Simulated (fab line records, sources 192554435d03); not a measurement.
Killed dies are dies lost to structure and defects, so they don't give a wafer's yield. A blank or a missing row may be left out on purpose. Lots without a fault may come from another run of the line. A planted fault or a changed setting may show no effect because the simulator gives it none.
fab line records | flow n5_finfet
record lots=10 wafers=30 last_day=18
route steps=1938 shown BEOL_M8@1367 PASSIVATION@1936
lots that met no fault: from a run of the same line without faults
start_h: hours from the record's first day to the start of the lot's first wafer shown | wait_h: hours since the lot's step before | " the same as in the row above | L1.1+2: a row that stands for several wafers | - no value, or no start given | * or withheld: withheld | < > ~ a bound
route shown NAME@n: a module of which the file shows steps, and the number in the route of the first | usual: mean/standard deviation of fault-free wafers | same: alike in all rows | chamber/n: place in a boat | sites: the reading at each site | _std_site: their standard deviation | _edge_site: outer sites' mean less inner sites' | radius_mm: how far each site lies from the wafer's centre | mask NAME#n: copy n | behind: the tool/chamber that last shaped the wafer | hold: why the lot was held/for how many hours/how that ended | device: the transistor (n, p or np) that didn't switch | end of line: the same wafers' tests at the end of the route | a step without rows: its recipe alone | killed: dies lost to structure and defects at the first sort, not the wafer's yield | map: a wafer's dies, x killed, . not, _ none there
set.NAME: the setting as run; set.NAME@STEP: as run at that earlier step | model.NAME: the simulator's own value behind a step, which no gauge read
steps of the route over a sample of lots; a table a step, a row a wafer
services: from which hour (start_h, from the record's first day; less than 0 if before it) a tool's chamber was out of use, for how many hours, and why
## steps
# step N5_BEOL_M8_INSPECT_30
# recipe mode=adi inspect_instrument=brightfield
# usual raw_defect_count=397/87
# columns lot.wafer tool chamber start_h wait_h raw_defect_count
L438.1 defect_inspect-01 - 197.06 0.1 336
L438.2 " - " " 416
L438.5 " - " " 295
L440.3 defect_inspect-01 - 220.31 0.0 370
L440.4 " - " " 424
L440.6 " - " " 387
L441.4 defect_inspect-01 - 230.99 0.0 305
L441.5 " - " " 277
L441.6 " - " " 355
L443.2 defect_inspect-01 - 239.56 0.0 463
L443.4 " - " " 387
L443.6 " - " " 694
L444.1 defect_inspect-02 - 243.25 0.1 510
L444.4 " - " " 484
L444.5 " - " " 370
L445.3 defect_inspect-01 - 246.68 0.0 425
L445.5 " - " " 329
L445.6 " - " " 324
L448.1 defect_inspect-02 - 274.52 0.1 391
L448.3 " - " " 419
L448.6 " - " " 359
L455.1 defect_inspect-02 - 304.57 0.1 445
L455.4 " - " " 343
L455.6 " - " " 330
L456.3 defect_inspect-01 - 319.63 0.0 321
L456.4 " - " " 525
L456.6 " - " " 291
L461.1 defect_inspect-01 - 352.10 0.1 355
L461.2 " - " " 285
L461.4 " - " " 311
# step N5_BEOL_M8_ETCH_65
# recipe chemistry=CF4 target=SiARC target_depth_a=156 mask_material=CAR-EUV time_s=26 ion_energy_ev=80 pressure_mtorr=40 source_w=545 bias_w=36 Ar_flow_sccm=100 cf4_flow_sccm=100 ends=cleared
# usual bias_w=36.00/0.11 drypump_motor_current_A=5.8/0.43 etch_rf_on_time_s=25.9/0.45 oes_product_au=0.66/0.076 rf_vpp_V=183.5/0.95 showerhead_plenum_p_Torr=2.10/0.032 throttle_valve_pct=15.63/0.28
# columns lot.wafer tool chamber start_h wait_h bias_w drypump_motor_current_A etch_rf_on_time_s oes_product_au rf_hours_counter_h rf_vpp_V showerhead_plenum_p_Torr throttle_valve_pct
L438.1 rie_diel-02 1 197.36 0.0 35.82 6.1 25.7 0.61 168 185.6 2.14 15.47
L438.2 " 3 " " 36.22 6.1 25.5 0.65 124 183.8 2.15 15.55
L438.5 " 1 " " 35.90 6.1 25.6 0.62 - 183.5 2.14 15.46
L440.3 rie_diel-02 2 220.39 0.0 35.97 6.0 27.1 0.61 185 183.8 2.14 16.07
L440.4 " 3 " " 35.95 6.1 25.9 0.65 131 183.9 2.15 15.56
L440.6 " 1 " " 36.05 6.1 26.2 0.61 - 184.7 2.14 15.49
L441.4 rie_diel-05 3 231.08 0.0 35.93 5.7 26.2 0.58 - 184.1 2.12 16.12
L441.5 " 1 " " 36.15 6.0 25.3 0.79 - 183.2 2.10 15.24
L441.6 " 2 " " 35.96 5.1 26.0 0.60 - 182.1 2.04 15.77
L443.2 rie_diel-01 0 239.68 0.0 35.92 6.6 26.3 0.71 66 182.7 2.09 15.26
L443.4 " 2 " " 36.05 5.7 25.4 0.77 - 183.9 2.10 15.65
L443.6 " 0 " " 36.23 6.5 26.3 0.71 - 183.6 2.09 15.23
L444.1 rie_diel-02 2 243.34 0.0 36.02 5.9 26.7 0.61 192 185.2 2.13 16.09
L444.4 " 3 " " 35.91 6.1 25.8 0.64 138 182.4 2.15 15.58
L444.5 " 0 " " 36.01 5.6 25.7 0.65 - 182.4 2.06 15.64
L445.3 rie_diel-05 1 246.76 0.0 36.09 6.0 25.5 0.78 18 181.8 2.10 15.27
L445.5 " 1 " " 36.11 6.0 25.4 0.78 - 184.0 2.10 15.26
L445.6 " 2 " " 36.03 5.1 26.0 0.59 - 182.8 2.04 15.77
L448.1 rie_diel-02 1 274.81 0.0 35.88 6.1 26.2 0.59 195 185.2 2.13 15.52
L448.3 " 0 " " 35.81 5.7 26.0 0.64 144 183.2 2.06 15.66
L448.6 " 0 " " 36.09 5.6 26.1 0.64 - 183.0 2.06 15.65
L455.1 rie_diel-02 2 304.66 0.0 36.03 6.0 26.7 0.60 215 183.2 2.13 16.15
L455.4 " 0 " " 35.97 5.6 25.7 0.64 154 183.6 2.05 15.66
L455.6 " 2 " " 36.03 6.0 26.6 0.60 - 183.9 2.13 16.13
L456.3 rie_diel-02 1 319.74 0.0 35.96 6.1 26.1 0.58 212 184.6 2.12 15.57
L456.4 " 0 " " 36.01 5.7 25.8 0.63 161 184.2 2.05 15.68
L456.6 " 1 " " 35.89 6.1 26.0 0.58 - 185.4 2.12 15.56
L461.1 rie_diel-01 3 352.18 0.0 36.01 4.8 26.0 0.81 2 182.4 2.11 15.47
L461.2 " 0 " " 36.03 6.5 26.4 0.67 115 182.4 2.07 15.31
L461.4 " 2 " " 36.03 5.7 25.7 0.71 82 180.5 2.09 15.74
# step N5_BEOL_M8_VIA_ETCH_34
# recipe chemistry=C4F6/O2 target=SiCOH_lowk target_depth_a=1255 mask_material=SOC taper_deg=4 time_s=50.5 ion_energy_ev=250 pressure_mtorr=30 source_w=345 bias_w=185 Ar_flow_sccm=300 C4F6_flow_sccm=10 O2_flow_sccm=10
# usual bias_w=185.0/0.53 drypump_motor_current_A=5.8/0.44 oes_f_703_au=0.77/0.084 oes_o_777_au=0.77/0.083 oes_product_au=0.77/0.09 rf_vpp_V=665/4.8 showerhead_plenum_p_Torr=2.79/0.042 throttle_valve_pct=20.90/0.27
# columns lot.wafer tool chamber start_h wait_h bias_w drypump_motor_current_A oes_f_703_au oes_o_777_au oes_product_au rf_hours_counter_h rf_vpp_V showerhead_plenum_p_Torr throttle_valve_pct
L438.1 rie_diel-02 1 197.48 0.0 185.4 6.1 0.72 0.72 0.73 168 671 2.84 20.71
L438.2 " 3 " " 184.7 6.1 0.78 0.77 0.77 124 665 2.86 20.82
L438.5 " 1 " " 184.5 6.1 0.73 0.72 0.72 - 669 2.84 20.68
L440.3 rie_diel-02 2 220.52 0.0 185.2 5.9 0.72 0.72 0.72 185 659 2.84 21.37
L440.4 " 3 " " 185.6 6.1 0.77 0.77 0.76 131 663 2.86 20.83
L440.6 " 1 " " 185.2 6.1 0.72 0.72 0.71 - 671 2.84 20.70
L441.4 rie_diel-05 3 231.22 0.0 184.6 5.8 0.68 0.68 0.69 - 664 2.81 21.34
L441.5 " 1 " " 184.8 6.0 0.92 0.92 0.93 - 672 2.80 20.58
L441.6 " 2 " " 184.8 5.1 0.71 0.71 0.70 - 667 2.71 20.98
L443.2 rie_diel-01 0 239.81 0.0 184.0 6.5 0.83 0.83 0.84 66 666 2.77 20.49
L443.4 " 2 " " 185.0 5.7 0.90 0.89 0.90 - 659 2.79 20.96
L443.6 " 0 " " 185.5 6.5 0.82 0.83 0.85 - 667 2.77 20.51
L444.1 rie_diel-02 2 243.47 0.0 185.2 5.9 0.71 0.70 0.71 192 657 2.84 21.38
L444.4 " 3 " " 185.6 6.1 0.76 0.77 0.75 138 664 2.86 20.85
L444.5 " 0 " " 184.3 5.6 0.75 0.75 0.77 - 666 2.75 20.96
L445.3 rie_diel-05 1 246.89 0.0 186.3 6.0 0.90 0.89 0.92 18 672 2.79 20.60
L445.5 " 1 " " 185.3 6.0 0.90 0.90 0.91 - 672 2.79 20.59
L445.6 " 2 " " 184.6 5.2 0.71 0.70 0.70 - 665 2.70 21.00
L448.1 rie_diel-02 1 274.94 0.0 185.4 6.1 0.70 0.70 0.70 195 670 2.83 20.74
L448.3 " 0 " " 184.5 5.6 0.75 0.74 0.75 144 664 2.74 20.98
L448.6 " 0 " " 184.2 5.6 0.75 0.75 0.76 - 664 2.74 20.97
L455.1 rie_diel-02 2 304.79 0.0 197.3 5.9 0.71 0.70 0.70 215 692 2.82 21.42
L455.4 " 0 " " 196.5 5.6 0.74 0.74 0.75 154 696 2.74 21.00
L455.6 " 2 " " 197.7 6.0 0.70 0.70 0.70 - 692 2.82 21.43
L456.3 rie_diel-02 1 319.87 0.0 197.8 6.1 0.69 0.69 0.69 212 704 2.82 20.75
L456.4 " 0 " " 196.6 5.6 0.74 0.74 0.76 161 696 2.74 21.02
L456.6 " 1 " " 197.5 6.1 0.69 0.70 0.69 - 704 2.82 20.77
L461.1 rie_diel-01 3 352.31 0.0 184.7 4.8 0.93 0.93 0.96 2 669 2.80 20.82
L461.2 " 0 " " 184.8 6.5 0.78 0.78 0.79 115 667 2.75 20.55
L461.4 " 2 " " 185.1 5.7 0.83 0.82 0.84 82 657 2.77 21.04
# step N5_BEOL_M8_STRIP_36
# recipe chemistry=N2/H2 power_w=450 temp_c=40 pressure_mtorr=20 rf_frequency_hz=6e+07 overash_fraction=0.3 bias_power_w=7 h2_frac=0.5 n2_flow_sccm=200 h2_flow_sccm=200
# usual drypump_motor_current_A=5.8/0.44 oes_product_au=0.77/0.09 power_w=449.9/1.5 rf_vpp_V=59.2/1.4 showerhead_plenum_p_Torr=2.49/0.039 throttle_valve_pct=23.59/0.28
# columns lot.wafer tool chamber start_h wait_h drypump_motor_current_A oes_product_au power_w rf_hours_counter_h rf_vpp_V showerhead_plenum_p_Torr throttle_valve_pct
L438.1 rie_diel-02 1 197.54 0.0 6.1 0.72 450.3 168 57.2 2.54 23.50
L438.2 " 3 " " 6.1 0.75 449.0 124 59.2 2.55 23.48
L438.5 " 1 " " 6.1 0.71 449.4 - 58.6 2.54 23.50
L440.3 rie_diel-02 2 220.57 0.0 6.0 0.73 450.3 185 60.0 2.53 24.06
L440.4 " 3 " " 6.1 0.75 449.6 131 59.7 2.55 23.47
L440.6 " 1 " " 6.1 0.71 449.7 - 58.5 2.54 23.52
L441.4 rie_diel-05 3 231.27 0.0 5.8 0.70 450.5 - 58.4 2.50 23.96
L441.5 " 1 " " 6.0 0.94 450.7 - 59.8 2.48 23.14
L441.6 " 2 " " 5.1 0.71 450.3 - 58.6 2.42 23.78
L443.2 rie_diel-01 0 239.86 0.0 6.5 0.84 449.6 66 58.1 2.48 23.19
L443.4 " 2 " " 5.7 0.91 449.0 - 56.2 2.49 23.51
L443.6 " 0 " " 6.5 0.85 448.4 - 58.8 2.48 23.17
L444.1 rie_diel-02 2 243.52 0.0 5.9 0.73 449.4 192 55.2 2.53 24.08
L444.4 " 3 " " 6.0 0.74 447.5 138 61.6 2.55 23.43
L444.5 " 0 " " 5.6 0.77 448.0 - 56.7 2.44 23.55
L445.3 rie_diel-05 1 246.94 0.0 6.0 0.91 450.9 18 60.3 2.48 23.16
L445.5 " 1 " " 6.0 0.91 450.5 - 58.9 2.48 23.14
L445.6 " 2 " " 5.1 0.70 450.6 - 58.9 2.42 23.79
L448.1 rie_diel-02 1 274.99 0.0 6.1 0.70 449.4 195 57.5 2.53 23.56
L448.3 " 0 " " 5.6 0.74 449.0 144 58.9 2.43 23.55
L448.6 " 0 " " 5.6 0.76 448.9 - 58.6 2.43 23.56
L455.1 rie_diel-02 2 304.84 0.0 6.0 0.70 450.3 215 56.8 2.51 24.13
L455.4 " 0 " " 5.6 0.75 450.1 154 58.5 2.43 23.58
L455.6 " 2 " " 6.0 0.70 450.4 - 57.7 2.51 24.13
L456.3 rie_diel-02 1 319.92 0.0 6.1 0.68 451.1 212 57.1 2.52 23.57
L456.4 " 0 " " 5.7 0.74 450.4 161 61.4 2.43 23.59
L456.6 " 1 " " 6.1 0.68 449.8 - 57.5 2.52 23.55
L461.1 rie_diel-01 3 352.36 0.0 4.8 0.95 450.8 2 58.7 2.49 23.70
L461.2 " 0 " " 6.6 0.79 450.4 115 61.0 2.46 23.24
L461.4 " 2 " " 5.7 0.82 452.9 82 60.5 2.46 23.58
# step N5_PASSIVATION_PROBE_49
# usual defect_limited_yield=91.2/1.6 killed_at_M0_to_M3=33/11 killed_at_M4_up=15/6.2 killed_at_contacts=15/7.1 killed_at_front_end=38/12 killed_at_other=4/3.5 killed_dies=104/19 killed_open=69/14 killed_short=34/8.5 sort_bin_5_function=5.2/0.99 sort_bin_6_memory=3.3/0.77 sort_n_pass=1076/19 sort_yield_pct=91.2/1.6
# same gross_dies=1180 killed_at_back_side=0 sort_bin_4_leakage[%]=0 sort_bin_8_speed[%]=0
# columns lot.wafer tool chamber start_h wait_h defect_limited_yield[%] killed_at_M0_to_M3 killed_at_M4_up killed_at_contacts killed_at_front_end killed_at_other killed_dies killed_open killed_short sort_bin_5_function[%] sort_bin_6_memory[%] sort_n_pass sort_yield_pct[%]
L438.1 prober-02 - 264.78 0.0 92.4 21 9 7 49 4 90 59 30 4.6 2.8 1090 92.4
L438.2 prober-02 - 264.83 0.1 90.3 42 6 19 36 11 114 74 39 5.3 3.9 1066 90.3
L438.5 prober-02 - 264.98 0.2 90.8 44 11 10 39 5 109 75 34 6.1 3.0 1071 90.8
L440.3 prober-01 - 288.24 0.1 93.0 11 12 18 40 2 83 51 31 4.1 2.7 1097 93.0
L440.4 prober-01 - 288.29 0.2 94.2 24 5 9 28 2 68 42 26 3.2 2.4 1112 94.2
L440.6 prober-01 - 288.39 0.3 91.0 22 26 20 36 2 106 69 34 5.0 3.7 1074 91.0
L441.4 prober-02 - 293.74 0.2 89.8 38 15 17 43 7 120 80 40 5.7 4.2 1060 89.8
L441.5 prober-02 - 293.79 0.2 88.3 39 16 17 60 6 138 94 43 6.7 4.7 1042 88.3
L441.6 prober-02 - 293.84 0.3 88.1 40 6 11 78 6 141 103 38 6.8 4.6 1039 88.1
L444.1 prober-02 - 309.11 0.0 91.7 50 23 6 18 1 98 67 30 4.7 3.1 1082 91.7
L444.4 prober-02 - 309.26 0.2 95.3 17 6 5 27 1 56 37 19 2.8 1.9 1124 95.3
L444.5 prober-02 - 309.31 0.2 93.5 39 4 0 33 1 77 50 25 3.5 2.6 1103 93.5
L443.2 prober-01 - 310.10 0.1 89.2 38 20 11 58 0 127 88 37 5.9 4.6 1053 89.2
L443.4 prober-01 - 310.20 0.2 88.0 55 22 19 44 2 142 100 37 6.8 4.5 1038 88.0
L443.6 prober-01 - 310.30 0.3 87.0 42 34 23 53 1 153 105 46 7.5 4.9 1027 87.0
L445.3 prober-01 - 316.00 0.1 92.9 38 16 6 24 0 84 60 22 4.6 2.5 1096 92.9
L445.5 prober-01 - 316.10 0.2 92.6 21 12 17 37 0 87 53 31 4.4 2.6 1093 92.6
L445.6 prober-01 - 316.15 0.3 94.2 10 13 6 37 2 68 39 27 3.8 1.9 1112 94.2
L448.1 prober-02 - 343.01 0.0 92.8 33 13 6 33 0 85 66 18 4.2 2.6 1095 92.8
L448.3 prober-02 - 343.11 0.1 92.5 31 8 12 36 1 88 59 29 4.2 3.0 1092 92.5
L448.6 prober-02 - 343.26 0.3 93.4 25 19 3 30 1 78 52 25 3.3 3.1 1102 93.4
L455.1 prober-01 - 374.39 0.0 92.5 35 17 11 24 2 89 57 32 4.6 2.7 1091 92.5
L455.4 prober-01 - 374.54 0.2 94.2 24 11 13 19 2 69 40 26 3.9 1.6 1111 94.2
L455.6 prober-01 - 374.64 0.3 93.0 30 13 9 28 3 83 53 29 4.1 2.9 1097 93.0
L456.3 prober-01 - 383.34 0.1 92.4 19 17 9 39 6 90 47 42 5.3 2.0 1090 92.4
L456.4 prober-01 - 383.39 0.2 88.2 28 19 31 57 4 139 91 48 6.5 4.9 1041 88.2
L456.6 prober-01 - 383.49 0.3 89.2 38 19 18 47 5 127 91 36 6.2 4.2 1053 89.2
L461.1 prober-01 - 420.58 0.0 91.9 37 8 16 34 1 96 65 29 5.3 2.5 1084 91.9
L461.2 prober-01 - 420.63 0.1 90.5 24 11 26 51 0 112 73 38 5.8 3.6 1068 90.5
L461.4 prober-01 - 420.73 0.2 89.5 39 8 33 41 3 124 81 42 6.4 3.6 1056 89.5
# killed by level:class
L438.1 STI_FIN_REVEAL:geometric_particle:open=13 FIN_SAQP:geometric_particle:open=12 BEOL_M0_SAQP:geometric_particle:short=7 MOL_CONTACT_COAG:geometric_particle:open=6 STARTING-WAFER:geometric_particle:open=5 FIN_SAQP:geometric_particle:short=4 DUMMY_GATE:geometric_particle:open=4 BEOL_M4:geometric_particle:open=3
L438.2 MOL_CONTACT_COAG:geometric_particle:open=17 BEOL_M0_SAQP:geometric_particle:short=13 BEOL_M1:geometric_particle:open=10 BEOL_M0_SAQP:geometric_particle:open=9 FIN_SAQP:geometric_particle:open=7 DUMMY_GATE:geometric_particle:open=6 FIN_SAQP:geometric_particle:short=4 STI_FIN_REVEAL:geometric_particle:open=4
L438.5 BEOL_M3:geometric_particle:open=11 BEOL_M0_SAQP:geometric_particle:open=11 BEOL_M0_SAQP:geometric_particle:short=10 FIN_SAQP:geometric_particle:open=9 FIN_SAQP:geometric_particle:short=7 DUMMY_GATE:geometric_particle:open=7 MOL_CONTACT_COAG:geometric_particle:open=7 BEOL_M4:geometric_particle:open=5
L440.3 FIN_SAQP:geometric_particle:short=15 MOL_CONTACT_COAG:geometric_particle:open=13 FIN_SAQP:geometric_particle:open=9 BEOL_M4:geometric_particle:open=7 MOL_CONTACT_COAG:geometric_particle:short=5 BEOL_M1:geometric_particle:open=5 DUMMY_GATE:geometric_particle:open=3 STI_FIN_REVEAL:geometric_particle:open=3
L440.4 FIN_SAQP:geometric_particle:short=9 BEOL_M3:geometric_particle:open=8 MOL_CONTACT_COAG:geometric_particle:open=8 FIN_SAQP:geometric_particle:open=5 BEOL_M0_SAQP:geometric_particle:short=5 BEOL_M1:geometric_particle:open=3 BEOL_M0_SAQP:geometric_particle:open=3 BEOL_M4:geometric_particle:open=3
L440.6 MOL_CONTACT_COAG:geometric_particle:open=17 FIN_SAQP:geometric_particle:open=14 BEOL_M0_SAQP:geometric_particle:short=9 BEOL_M4:geometric_particle:open=9 FIN_SAQP:geometric_particle:short=7 BEOL_M0_SAQP:geometric_particle:open=7 STI_FIN_REVEAL:geometric_particle:open=4 BEOL_M1:geometric_particle:open=4
L441.4 BEOL_M2:geometric_particle:open=14 STI_FIN_REVEAL:geometric_particle:open=12 MOL_CONTACT_COAG:geometric_particle:open=12 FIN_SAQP:geometric_particle:open=11 BEOL_M0_SAQP:geometric_particle:short=10 FIN_SAQP:geometric_particle:short=7 BEOL_M4:geometric_particle:open=5 MOL_CONTACT_COAG:geometric_particle:short=5
L441.5 STI_FIN_REVEAL:geometric_particle:open=21 MOL_CONTACT_COAG:geometric_particle:open=12 GATE_CUT:geometric_particle:short=10 BEOL_M2:geometric_particle:open=8 BEOL_M1:geometric_particle:open=7 BEOL_M3:geometric_particle:open=7 FIN_SAQP:geometric_particle:short=6 FIN_SAQP:geometric_particle:open=6
L441.6 STI_FIN_REVEAL:geometric_particle:open=21 FIN_SAQP:geometric_particle:open=17 GATE_CUT:geometric_particle:short=11 MOL_CONTACT_COAG:geometric_particle:open=11 BEOL_M2:geometric_particle:open=10 BEOL_M0_SAQP:geometric_particle:short=9 FIN_SAQP:geometric_particle:short=8 BEOL_M0_SAQP:geometric_particle:open=8
L444.1 BEOL_M0_SAQP:geometric_particle:open=13 BEOL_M1:geometric_particle:open=12 BEOL_M0_SAQP:geometric_particle:short=10 FIN_SAQP:geometric_particle:open=5 BEOL_M1:geometric_particle:short=5 BEOL_M4:geometric_particle:open=5 BEOL_M8:geometric_particle:open=5 BEOL_M3:geometric_particle:open=4
L444.4 GATE_CUT:geometric_particle:short=6 BEOL_M3:geometric_particle:open=5 FIN_SAQP:geometric_particle:open=4 GATE_CUT:geometric_particle:open=4 MOL_CONTACT_COAG:geometric_particle:open=4 BEOL_M0:geometric_particle:open=4 BEOL_M0_SAQP:geometric_particle:open=3 FIN_SAQP:geometric_particle:short=2
L444.5 BEOL_M1:geometric_particle:open=9 BEOL_M3:geometric_particle:open=9 FIN_SAQP:geometric_particle:open=7 SPACER0:geometric_particle:open=5 BEOL_M2:geometric_particle:open=5 BEOL_M2:geometric_particle:short=5 SPACER0:geometric_particle:short=4 GATE_CUT:geometric_particle:short=4
L443.2 STI_FIN_REVEAL:geometric_particle:open=21 BEOL_M1:geometric_particle:open=13 FIN_SAQP:geometric_particle:open=10 BEOL_M4:geometric_particle:open=9 FIN_SAQP:geometric_particle:short=7 BEOL_M3:geometric_particle:open=7 STI_FIN_REVEAL:geometric_particle:short=6 MOL_CONTACT_COAG:geometric_particle:open=6
L443.4 STI_FIN_REVEAL:geometric_particle:open=16 BEOL_M1:geometric_particle:open=14 BEOL_M0_SAQP:geometric_particle:open=13 BEOL_M0_SAQP:geometric_particle:short=13 BEOL_M4:geometric_particle:open=12 MOL_CONTACT_COAG:geometric_particle:open=11 MOL_CONTACT_COAG:geometric_particle:short=8 BEOL_M2:geometric_particle:open=7
L443.6 MOL_CONTACT_COAG:geometric_particle:open=17 BEOL_M4:geometric_particle:open=16 FIN_SAQP:geometric_particle:open=13 STI_FIN_REVEAL:geometric_particle:open=12 BEOL_M2:geometric_particle:open=11 FIN_SAQP:geometric_particle:short=9 BEOL_M1:geometric_particle:open=7 BEOL_M0_SAQP:geometric_particle:short=7
L445.3 BEOL_M1:geometric_particle:open=10 BEOL_M0_SAQP:geometric_particle:open=8 BEOL_M2:geometric_particle:open=7 MOL_CONTACT_COAG:geometric_particle:open=6 BEOL_M0_SAQP:geometric_particle:short=5 GATE_CUT:geometric_particle:open=4 FIN_SAQP:geometric_particle:open=3 STI_FIN_REVEAL:geometric_particle:open=3
L445.5 MOL_CONTACT_COAG:geometric_particle:open=13 STARTING-WAFER:geometric_particle:open=7 FIN_SAQP:geometric_particle:open=6 GATE_CUT:geometric_particle:short=6 STARTING-WAFER:geometric_particle:short=5 GATE_CUT:geometric_particle:open=4 MOL_CONTACT_COAG:geometric_particle:short=4 BEOL_M0_SAQP:geometric_particle:open=4
L445.6 STI_FIN_REVEAL:geometric_particle:open=9 FIN_SAQP:geometric_particle:short=7 MOL_CONTACT_COAG:geometric_particle:open=5 BEOL_M4:geometric_particle:short=5 GATE_CUT:geometric_particle:short=4 GATE_CUT:geometric_particle:open=4 BEOL_M0_SAQP:geometric_particle:short=4 STI_FIN_REVEAL:geometric_particle:short=3
L448.1 BEOL_M3:geometric_particle:open=11 STI_FIN_REVEAL:geometric_particle:open=10 BEOL_M2:geometric_particle:open=8 GATE_CUT:geometric_particle:open=6 GATE_CUT:geometric_particle:short=6 BEOL_M1:geometric_particle:open=5 BEOL_M5:geometric_particle:open=5 ILD0:geometric_particle:open=4
L448.3 MOL_CONTACT_COAG:geometric_particle:open=11 GATE_CUT:geometric_particle:open=11 GATE_CUT:geometric_particle:short=8 BEOL_M0:geometric_particle:open=6 BEOL_M0_SAQP:geometric_particle:open=5 STI_FIN_REVEAL:geometric_particle:open=4 BEOL_M0_SAQP:geometric_particle:short=4 BEOL_M1:geometric_particle:open=4
L448.6 BEOL_M0_SAQP:geometric_particle:open=8 BEOL_M4:geometric_particle:open=6 GATE_CUT:geometric_particle:short=5 BEOL_M3:geometric_particle:open=5 SPACER0:geometric_particle:short=4 GATE_CUT:geometric_particle:open=4 STARTING-WAFER:geometric_particle:open=4 BEOL_M5:geometric_particle:open=4
L455.1 BEOL_M0_SAQP:geometric_particle:short=11 BEOL_M4:geometric_particle:open=11 MOL_CONTACT_COAG:geometric_particle:open=9 BEOL_M0_SAQP:geometric_particle:open=9 FIN_SAQP:geometric_particle:short=7 BEOL_M1:geometric_particle:open=7 DUMMY_GATE:geometric_particle:open=5 FIN_SAQP:geometric_particle:open=3
L455.4 MOL_CONTACT_COAG:geometric_particle:open=12 BEOL_M0_SAQP:geometric_particle:short=9 BEOL_M2:geometric_particle:open=5 STI_FIN_REVEAL:geometric_particle:open=4 BEOL_M2:geometric_particle:short=4 BEOL_M4:geometric_particle:open=4 STARTING-WAFER:geometric_particle:open=4 FIN_SAQP:geometric_particle:short=3
L455.6 BEOL_M0_SAQP:geometric_particle:open=9 MOL_CONTACT_COAG:geometric_particle:open=9 STI_FIN_REVEAL:geometric_particle:open=7 BEOL_M0_SAQP:geometric_particle:short=7 FIN_SAQP:geometric_particle:short=6 BEOL_M0:geometric_particle:open=5 STARTING-WAFER:geometric_particle:short=5 BEOL_M1:geometric_particle:open=4
L456.3 FIN_SAQP:geometric_particle:short=13 FIN_SAQP:geometric_particle:open=9 BEOL_M4:geometric_particle:open=7 MOL_CONTACT_COAG:geometric_particle:open=5 GATE_CUT:geometric_particle:short=5 BEOL_M1:geometric_particle:open=5 STI_FIN_REVEAL:geometric_particle:open=4 MOL_CONTACT_COAG:geometric_particle:short=4
L456.4 MOL_CONTACT_COAG:geometric_particle:open=21 FIN_SAQP:geometric_particle:short=17 BEOL_M4:geometric_particle:open=14 FIN_SAQP:geometric_particle:open=13 STI_FIN_REVEAL:geometric_particle:open=13 MOL_CONTACT_COAG:geometric_particle:short=10 BEOL_M2:geometric_particle:open=6 BEOL_M3:geometric_particle:open=6
L456.6 BEOL_M4:geometric_particle:open=15 MOL_CONTACT_COAG:geometric_particle:open=14 BEOL_M1:geometric_particle:open=12 FIN_SAQP:geometric_particle:short=11 STI_FIN_REVEAL:geometric_particle:open=10 BEOL_M2:geometric_particle:open=9 FIN_SAQP:geometric_particle:open=8 MOL_CONTACT_COAG:geometric_particle:short=4
L461.1 MOL_CONTACT_COAG:geometric_particle:open=12 BEOL_M0_SAQP:geometric_particle:short=10 DUMMY_GATE:geometric_particle:open=9 BEOL_M2:geometric_particle:open=7 FIN_SAQP:geometric_particle:open=6 BEOL_M3:geometric_particle:open=6 FIN_SAQP:geometric_particle:short=5 STI_FIN_REVEAL:geometric_particle:open=4
L461.2 MOL_CONTACT_COAG:geometric_particle:open=19 DUMMY_GATE:geometric_particle:open=14 FIN_SAQP:geometric_particle:short=10 BEOL_M2:geometric_particle:open=8 MOL_CONTACT_COAG:geometric_particle:short=7 DUMMY_GATE:geometric_particle:short=6 FIN_SAQP:geometric_particle:open=5 BEOL_M4:geometric_particle:open=5
L461.4 MOL_CONTACT_COAG:geometric_particle:open=24 FIN_SAQP:geometric_particle:short=12 MOL_CONTACT_COAG:geometric_particle:short=9 BEOL_M0_SAQP:geometric_particle:open=9 FIN_SAQP:geometric_particle:open=8 BEOL_M2:geometric_particle:open=7 STI_FIN_REVEAL:geometric_particle:open=6 BEOL_M3:geometric_particle:open=5
## services
# columns tool chamber start_h hours kind
rie_diel-05 1 184.07 - clean
rie_diel-05 1 184.07 - consumable_replace:focus_ring
rie_diel-05 1 184.07 21.9 scheduled_down
rie_diel-05 1 184.07 21.9 vent_cycle
rie_diel-01 0 205.00 10.7 repair
rie_diel-05 3 217.36 2.8 repair
rie_diel-05 0 221.67 - clean
rie_diel-05 0 221.67 - consumable_replace:focus_ring
rie_diel-05 0 221.67 19.9 scheduled_down
rie_diel-05 0 221.67 19.9 vent_cycle
rie_diel-01 1 226.12 7.0 repair
rie_diel-01 1 233.20 - clean
rie_diel-01 1 233.20 - consumable_replace:focus_ring
rie_diel-01 1 233.20 23.2 scheduled_down
rie_diel-01 1 233.20 23.2 vent_cycle
rie_diel-05 3 265.74 - clean
rie_diel-05 3 265.74 - consumable_replace:focus_ring
rie_diel-05 3 265.74 15.5 scheduled_down
rie_diel-05 3 265.74 15.5 vent_cycle
rie_diel-05 - 271.96 10.0 pm
rie_diel-05 3 292.57 28.2 repair
rie_diel-05 - 311.93 2.8 pm
rie_diel-05 3 321.20 7.7 repair
rie_diel-01 3 343.36 5.8 repair
## key
first_sign step=N5_BEOL_M8_VIA_ETCH_34 reading=bias_w direction=up sigmas=23 usual=* struck=*
effect step=N5_BEOL_M8_VIA_ETCH_34 reading=rf_vpp_V direction=up sigmas=6.9 usual=665 struck=697
met_at N5_BEOL_M8_VIA_ETCH_34
struck_lots L455,L456
not_acting_at N5_BEOL_M8_INSPECT_30,N5_BEOL_M8_ETCH_65,N5_BEOL_M8_STRIP_36
onset_between 274.94 304.79
fault kind=process_parameter_drift tool=rie_diel-02 chamber=- onset_h=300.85 steps=N5_BEOL_M8_VIA_ETCH_34 channel=bias_w offset=* shape=step end_h=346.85 acts_in=* stated=*
